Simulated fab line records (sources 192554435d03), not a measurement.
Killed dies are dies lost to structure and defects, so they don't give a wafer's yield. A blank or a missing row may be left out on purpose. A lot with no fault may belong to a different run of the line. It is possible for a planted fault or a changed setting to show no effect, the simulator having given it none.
Which tool was responsible? + flow n5Finfet + Sampling: 10 lots, 30 wafers, 5 of 1938 route steps

## WHAT EACH GAUGE READ, for each wafer
N5_WELL_APT_OVL_MEAS_26.
| lot  | measured    | on         | PWELL_OVL (nm) |
|------|-------------|------------|----------------|
| L983 | day 1 15:01 | overlay-01 | -5 -9 2        |
| L984 | day 1 21:31 | overlay-01 | 1 9 -2         |
| L985 | day 2 03:05 | overlay-01 | -3 -6 -8       |
| L987 | day 2 14:59 | overlay-02 | 1 -6 -2        |
| L989 | day 3 02:50 | overlay-02 | 2 4 4          |
| L998 | day 5 09:01 | overlay-02 | 5 0 2          |
| L100 | day 5 21:08 | overlay-01 | 6 11 3         |
| L101 | day 6 02:45 | overlay-01 | -7 0 -1        |
| L103 | day 6 14:44 | overlay-02 | -6 0 -1        |
| L105 | day 7 02:53 | overlay-01 | -1 3 8         |

N5_PMOS_HMC_CHANNEL_EPI_OVL_MEAS_10.
| lot  | measured    | on         | PMOS_HMC_BLK_OVL (nm) |
|------|-------------|------------|-----------------------|
| L983 | day 1 17:12 | overlay-01 | -0.2 0.1 -0.2         |
| L984 | day 1 23:52 | overlay-02 | 0.2 0.9 0.7           |
| L985 | day 2 05:22 | overlay-01 | 0.0 0.1 -0.6          |
| L987 | day 2 18:05 | overlay-02 | 0.2 -0.2 0.3          |
| L989 | day 3 05:05 | overlay-01 | 0.0 -0.6 -1.7         |
| L998 | day 5 11:42 | overlay-01 | 0.8 0.3 -0.6          |
| L100 | day 5 23:38 | overlay-02 | 0.7 -0.7 0.2          |
| L101 | day 6 04:56 | overlay-02 | -1.7 -0.3 -0.9        |
| L103 | day 6 16:57 | overlay-02 | 0.8 0.2 0.2           |
| L105 | day 7 05:08 | overlay-02 | -0.5 0.2 1.0          |

N5_BEOL_M4_RC_MEAS_101.
| lot  | measured     | on        | DIBL_N (mV/V)  | DIBL_P (mV/V)  | IOFF_N (nA/um)    | IOFF_P (nA/um) | ION_N (uA/um) | ION_P (uA/um) | RS_NWELL (ohm/sq) | SS_N (mV/dec)  | SS_P (mV/dec)  | VT_N (mV)   | VT_P (mV)      |
|------|--------------|-----------|----------------|----------------|-------------------|----------------|---------------|---------------|-------------------|----------------|----------------|-------------|----------------|
| L983 | day 8 10:10  | prober-01 | 33.5 36.6 33.2 | 31.3 35.8 31.9 | 0.126 0.180 0.119 | 0.18 0.25 0.18 | 677 694 671   | 470 480 460   | 1033 1043 1046    | 70.3 71.8 70.9 | 72.9 73.1 72.5 | 250 245 252 | -249 -247 -250 |
| L984 | day 7 20:03  | prober-01 | 34.9 34.5 37.4 | 35.9 35.7 37.8 | 0.152 0.133 0.186 | 0.17 0.18 0.20 | 682 660 670   | 454 449 453   | 1037 1037 1034    | 71.5 71.4 72.5 | 73.3 73.7 73.2 | 250 251 244 | -254 -253 -253 |
| L985 | day 8 10:22  | prober-02 | 36.0 34.5 38.5 | 36.0 33.9 39.2 | 0.160 0.134 0.214 | 0.20 0.18 0.26 | 664 657 674   | 454 450 459   | 1039 1042 1037    | 71.5 71.3 72.6 | 73.9 73.7 74.7 | 250 252 244 | -252 -256 -247 |
| L987 | day 9 03:16  | prober-02 | 36.6 35.1 37.3 | 35.3 33.9 36.3 | 0.158 0.135 0.173 | 0.23 0.21 0.25 | 678 662 677   | 467 462 470   | 1040 1042 1039    | 71.5 70.4 71.1 | 73.4 73.0 73.6 | 250 252 250 | -248 -248 -244 |
| L989 | day 9 12:04  | prober-01 | 37.1 35.5 35.7 | 38.5 35.8 36.4 | 0.212 0.180 0.170 | 0.25 0.21 0.21 | 682 694 678   | 468 470 462   | 1029 1034 1030    | 72.3 72.4 72.6 | 73.9 72.8 73.1 | 246 246 248 | -248 -249 -249 |
| L998 | day 12 01:44 | prober-01 | 37.8 36.9 35.8 | 38.8 37.7 36.3 | 0.196 0.180 0.148 | 0.22 0.21 0.19 | 677 685 670   | 460 464 461   | 1219 1217 1224    | 71.7 71.3 71.3 | 73.6 73.5 73.9 | 245 247 249 | -248 -250 -252 |
| L100 | day 12 05:22 | prober-02 | 35.6 36.2 37.4 | 35.7 36.2 37.4 | 0.135 0.152 0.164 | 0.16 0.17 0.20 | 662 664 674   | 445 446 454   | 1214 1225 1217    | 71.4 70.7 72.3 | 72.4 73.0 72.9 | 255 249 251 | -255 -255 -255 |
| L101 | day 13 01:41 | prober-01 | 37.9 39.4 38.6 | 38.4 41.1 38.5 | 0.174 0.228 0.181 | 0.24 0.29 0.23 | 668 703 658   | 462 481 452   | 1037 1041 1035    | 72.1 71.8 71.8 | 73.4 74.9 73.6 | 248 245 250 | -251 -247 -251 |
| L103 | day 13 01:34 | prober-02 | 36.3 35.6 35.4 | 36.5 36.2 35.1 | 0.160 0.138 0.140 | 0.20 0.20 0.19 | 671 660 673   | 456 451 459   | 1036 1037 1039    | 72.0 71.5 70.9 | 74.1 73.5 74.4 | 248 254 252 | -253 -255 -253 |
| L105 | day 13 16:08 | prober-01 | 36.3 38.2 37.6 | 35.9 37.1 37.4 | 0.147 0.161 0.169 | 0.21 0.23 0.24 | 659 665 668   | 459 457 464   | 1047 1047 1042    | 71.3 71.4 72.0 | 72.9 73.6 73.7 | 253 250 246 | -249 -250 -249 |

## EACH LOT AND THE TOOL THAT RAN IT (in order: tool; ch and the chambers of the sampled wafers; start)
| lot  | N5_ZERO_LAYER_ETCH_17            | N5_WELL_APT_IMPLANT_14         |
|------|----------------------------------|--------------------------------|
| L983 | rieDiel-01 ch 0,2,3, day 1 12:50 | implanter-01 ch 0, day 1 14:05 |
| L984 | rieDiel-03 ch 1,2, day 1 18:50   | implanter-02 ch 0, day 1 20:29 |
| L985 | rieDiel-01 ch 2,3, day 2 00:50   | implanter-02 ch 0, day 2 02:00 |
| L987 | rieDiel-04 ch 2,3, day 2 12:43   | implanter-01 ch 0, day 2 13:52 |
| L989 | rieDiel-04 ch 0,2, day 3 00:43   | implanter-02 ch 0, day 3 01:48 |
| L998 | rieDiel-03 ch 0,1,2, day 5 06:59 | implanter-02 ch 0, day 5 08:02 |
| L100 | rieDiel-01 ch 1,2, day 5 18:43   | implanter-02 ch 0, day 5 20:02 |
| L101 | rieDiel-01 ch 0,1,2, day 6 00:44 | implanter-01 ch 0, day 6 01:51 |
| L103 | rieDiel-04 ch 0,1,3, day 6 12:44 | implanter-01 ch 0, day 6 13:47 |
| L105 | rieDiel-04 ch 2,3, day 7 00:51   | implanter-01 ch 0, day 7 01:58 |
- N5_ZERO_LAYER_ETCH_17: etches SiO2 in CF4, target depth 12 nm, time 13.3 s.
- N5_WELL_APT_IMPLANT_14

## WHAT THE TOOLS THEMSELVES READ (means of the sampled wafers that have a number; where no wafer has one, the mark that the record gives instead)
N5_ZERO_LAYER_ETCH_17.
| lot  | tool       | drypumpMotorCurrentA (A) | oesProductAu (a.u.) | rfVppV (V) | showerheadPlenumPTorr (Torr) | throttleValvePct (%) |
|------|------------|--------------------------|---------------------|------------|------------------------------|----------------------|
| L983 | rieDiel-01 | 5.2                      | 0.79                | 949        | 2.15                         | 15.54                |
| L984 | rieDiel-03 | 5.5                      | 0.72                | 953        | 2.20                         | 15.79                |
| L985 | rieDiel-01 | 5.5                      | 0.81                | 953        | 2.19                         | 15.45                |
| L987 | rieDiel-04 | 5.9                      | 0.89                | 949        | 2.15                         | 15.24                |
| L989 | rieDiel-04 | 6.0                      | 0.88                | 951        | 2.16                         | 15.36                |
| L998 | rieDiel-03 | 5.8                      | 0.70                | 951        | 2.17                         | 15.73                |
| L100 | rieDiel-01 | 5.4                      | 0.82                | 945        | 2.09                         | 15.48                |
| L101 | rieDiel-01 | 5.3                      | 0.79                | 945        | 2.10                         | 15.55                |
| L103 | rieDiel-04 | 5.5                      | 0.73                | 943        | 2.05                         | 15.63                |
| L105 | rieDiel-04 | 5.9                      | 0.83                | 948        | 2.13                         | 15.30                |

N5_WELL_APT_IMPLANT_14.
| lot  | tool         | doseIonsCm2 | faradayCurrentUA |
|------|--------------|-------------|------------------|
| L983 | implanter-01 | 1.4994e+13  | 188              |
| L984 | implanter-02 | 1.5010e+13  | 189              |
| L985 | implanter-02 | 1.5014e+13  | 188              |
| L987 | implanter-01 | 1.5008e+13  | 190              |
| L989 | implanter-02 | 1.5010e+13  | 197              |
| L998 | implanter-02 | 1.1127e+13  | 138              |
| L100 | implanter-02 | 1.1149e+13  | 143              |
| L101 | implanter-01 | 1.5001e+13  | 186              |
| L103 | implanter-01 | 1.4975e+13  | 187              |
| L105 | implanter-01 | 1.4987e+13  | 191              |

## THE ANSWER, worked out from the rows above alone
Rule: the usual values come from the lots themselves. The widest of any qualifying gaps counts: lots, ordered by their means at a reading, are off when they make up no more than a third of the lots, leave a main group of 4 or more, and stand apart from it by 3 or more times the standard deviation of that group's means. The tables above print the reading to a certain number of digits; a main group whose means all agree to those digits is not used. Also off: a lot with no number at a reading for which 4 or more lots have one. Where the step has rows for the other lots, those lots are counted as sound. The gauges are gone through in route order, then the tools' own readings, and for those a lot's mean is taken as printed above. The first step at which some lot is off is used, and at that step the reading that is off furthest; a lot without a number counts as furthest.
Off: L998, L100, at N5_BEOL_M4_RC_MEAS_101 (RS_NWELL). The main group has a mean of 1038 ohm/sq with a standard deviation of 3.9.
If a tool, at a process step before that reading, ran all the lots that are off and no sound lot after the first of them, it fits. The gauges at N5_BEOL_M4_RC_MEAS_101 aren't tried: what is off there is off at N5_WELL_APT_IMPLANT_14 too, on other tools, and a gauge's error can't cause that. One fits: implanter-02 at N5_WELL_APT_IMPLANT_14. A fault onset in the window from L989 (day 3 01:48, its last sound lot) to L998 (day 5 08:02, its first lot off) fits.
The tool's own readings at N5_WELL_APT_IMPLANT_14 bear it out: on the lots that are off they differ by more than 5 times the standard deviation of the sound lots' means. doseIonsCm2 reads 1.1138e+13 there against 1.5000e+13 on the sound lots; faradayCurrentUA reads 140 there against 190 on the sound lots.

## WHAT HAD BEEN PUT IN BY THE SIMULATOR
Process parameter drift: implanter-02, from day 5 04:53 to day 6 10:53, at N5_WELL_APT_IMPLANT_14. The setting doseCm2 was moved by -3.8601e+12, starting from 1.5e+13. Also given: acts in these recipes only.
Shown lots that were struck: L998, L100. The rule above reached the same finding.
